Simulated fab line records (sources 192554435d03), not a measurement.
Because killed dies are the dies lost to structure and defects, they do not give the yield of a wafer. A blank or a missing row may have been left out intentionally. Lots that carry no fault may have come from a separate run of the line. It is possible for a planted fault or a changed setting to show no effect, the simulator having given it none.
Split-lot trial    flow n5-finfet    21 wafers read from 7 lots, route of 1938 steps

ON THE SPLIT
At N5_SDB_HM_DEP_00 (deposits SiNx from SiH4/NH3/N2, target thk 40 nm, time 35.3 s), the setting time-s was moved away from the recipe's 35.3 s on 4 of the 21 wafers read, by -14.1% to +14.0%. All remaining wafers had this setting at the recipe value.

Reading taken at the split's own step.

THE READING
SiNx_of_SDB_HM_DEP_00.thk-nm (the simulator's own value, which no gauge read), in nm, at N5_SDB_HM_DEP_00 (deposits SiNx from SiH4/NH3/N2, target thk 40 nm, time 35.3 s). The file gives no usual value for it. Average 39.7 nm, standard deviation 0.48 nm, over the 17 wafers here run with the recipe.

wafer   tool, chamber at the split  time-s as run, s  against the recipe  SiNx_of_SDB_HM_DEP_00.thk-nm, nm  against lot-mates on the recipe
L075.1  pecvd-03, 0                 35.3              recipe              40.2                              -
L075.2  pecvd-03, 2                 35.3              recipe              39.8                              -
L075.5  pecvd-03, 1                 31.89             -9.7%               36.8                              -3.2
L076.3  pecvd-01, 0                 35.3              recipe              39.2                              -
L076.4  pecvd-01, 2                 35.3              recipe              39.6                              -
L076.6  pecvd-01, 1                 35.3              recipe              40.2                              -
L082.1  pecvd-01, 1                 35.3              recipe              39.2                              -
L082.4  pecvd-01, 0                 32.56             -7.8%               36.6                              -3.1
L082.6  pecvd-01, 1                 35.3              recipe              40.2                              -
L084.1  pecvd-01, 2                 35.3              recipe              39.6                              -
L084.4  pecvd-01, 2                 35.3              recipe              39.6                              -
L084.3  pecvd-01, 0                 40.23             +14.0%              45.8                              +6.2
L086.2  pecvd-02, 1                 35.3              recipe              40                                -
L086.3  pecvd-02, 2                 35.3              recipe              39.2                              -
L086.6  pecvd-02, 0                 35.3              recipe              39.4                              -
L091.3  pecvd-03, 0                 35.3              recipe              39.6                              -
L091.4  pecvd-03, 1                 30.34             -14.1%              36.2                              -4.1
L091.6  pecvd-03, 2                 35.3              recipe              41                                -
L096.1  pecvd-02, 2                 35.3              recipe              39                                -
L096.4  pecvd-02, 1                 35.3              recipe              39.8                              -
L096.5  pecvd-02, 2                 35.3              recipe              39.6                              -

THE FIT
A straight line over all 21 wafers: SiNx_of_SDB_HM_DEP_00.thk-nm changes by +0.346 nm for each +1% of time-s; r = +0.95; the points scatter about the line by 0.62 nm.
The same after taking each lot's own level away (the mean of its wafers on the recipe; 21 wafers): +0.368 nm for each +1%; r = +0.97; scatter 0.51 nm.
Per that fit: largest time-s move, reading shift of 5.2 nm.
The span of the lots' own levels, 39.47 to 40.30 nm, comes to 1.7 times the standard deviation stated above.
So the lot-to-lot level changes the slope little: the two slopes agree.
Check: -5.65 nm against its lot-mates is what the line predicts for one of the wafers moved furthest among these (-14.1%) when that wafer is left out of the fit. It came out at -4.1 nm against them.

ADDITIONAL SPLITS CARRIED BY THESE WAFERS
Note: prior to the reading, these wafers also went through further splits. Each is held against what the fit with the lots' levels taken away leaves over:
other split on the same wafers        wafers away from the commonest value  r with SiNx_of_SDB_HM_DEP_00.thk-nm (lot level and that fit taken away)
N5_ZERO_LAYER_PEB_09 peb-time-s       as run: not given for these wafers    -
N5_WELL_APT_COAT_02 spin-rpm          6                                     -0.12
N5_FIN_SAQP_ALD_61 ald-cycles         7                                     -0.20
N5_FIN_SAQP_COAT_49 spin-rpm          9                                     +0.11
N5_DUMMY_GATE_CVD_03 temp-c           15                                    +0.14
N5_DUMMY_GATE_COAT_28 spin-rpm        8                                     +0.10
N5_SD_EPI_P_ETCH_16 target-depth-a    4                                     -0.17
N5_SD_EPI_P_EPI_21 epi-growth-time-s  11                                    -0.16

THE FILE'S OWN FIT
SiNx_of_SDB_HM_DEP_00.thk-nm changes by +0.365 nm for each +1% of time-s, r = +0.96.
